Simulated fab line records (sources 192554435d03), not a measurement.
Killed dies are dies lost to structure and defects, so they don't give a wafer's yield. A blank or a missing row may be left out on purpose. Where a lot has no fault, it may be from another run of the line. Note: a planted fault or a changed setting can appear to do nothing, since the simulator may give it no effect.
Chamber matching -- flow n5-finfet -- N5_HKMG_FIN_ALD_79 on ald-metal-04: 4 sister chambers
The step deposits TiN, target thk 1.5 nm, pulse time 1 s, purge time 3 s. 20 wafers are shown with their chamber, then 10 later ones without.

== EACH WAFER AND ITS CHAMBER ==
wafer,chamber,heater-power-w (W),precursor-pulse-height-rel
L079.3,3,1019,1.016
L079.4,1,845,0.974
L079.6,3,1012,0.989
L084.1,3,1014,1.000
L084.2,2,864,0.994
L084.3,0,876,1.005
L084.4,1,831,1.014
L084.5,2,886,1.010
L084.6,1,853,1.000
L089.3,0,882,0.980
L089.4,2,895,0.993
L089.6,3,1019,0.980
L091.1,0,855,1.007
L091.3,1,801,1.015
L091.6,3,1010,1.006
L094.1,3,1009,0.991
L094.2,1,824,0.977
L094.6,3,1042,1.012
L095.1,0,857,0.983
L095.2,3,998,1.003

SIGNATURES (averages over the wafers above)
reading,chamber 0,chamber 1,chamber 2,chamber 3,scatter within a chamber
heater-power-w,867.50,830.80,881.67,1015.38,15.4
precursor-pulse-height-rel,0.99375,0.99600,0.99900,0.99962,0.0145
Rule: a wafer lies at a distance from a chamber equal to the root of the sum of squares, over the readings, of (its reading less the chamber's mean, divided by the reading's scatter). If the next closest chamber is less than 2 further off than the closest, the wafer can't be placed; otherwise it belongs to the closest. The scatter: the root of (the sum of the squares of (reading less its chamber's mean) over the shown wafers, divided by (wafers less chambers)).

== WAFERS MISSING THEIR CHAMBER ==
wafer,heater-power-w (W),precursor-pulse-height-rel
L095.3,853,0.976
L095.4,876,0.976
L095.5,867,0.976
L095.6,1032,0.994
L096.1,1003,0.994
L096.2,868,0.995
L096.3,916,1.010
L096.4,841,0.996
L096.5,872,0.995
L096.6,1024,0.996

== WHICH CHAMBER EACH ONE RAN IN ==
wafer,from the rows above,in truth
L095.3,can't be placed: 0 or 1 or 2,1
L095.4,can't be placed: 0 or 2 or 1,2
L095.5,can't be placed: 0 or 2 or 1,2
L095.6,3,3
L096.1,3,3
L096.2,can't be placed: 0 or 2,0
L096.3,can't be placed: 2 or 0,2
L096.4,can't be placed: 1 or 0 or 2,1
L096.5,can't be placed: 0 or 2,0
L096.6,3,3
Placed correctly: 3 of 10. Cannot be placed on the basis of these rows: 7; the candidates contain the true chamber in 7. Wrongly placed: 0.
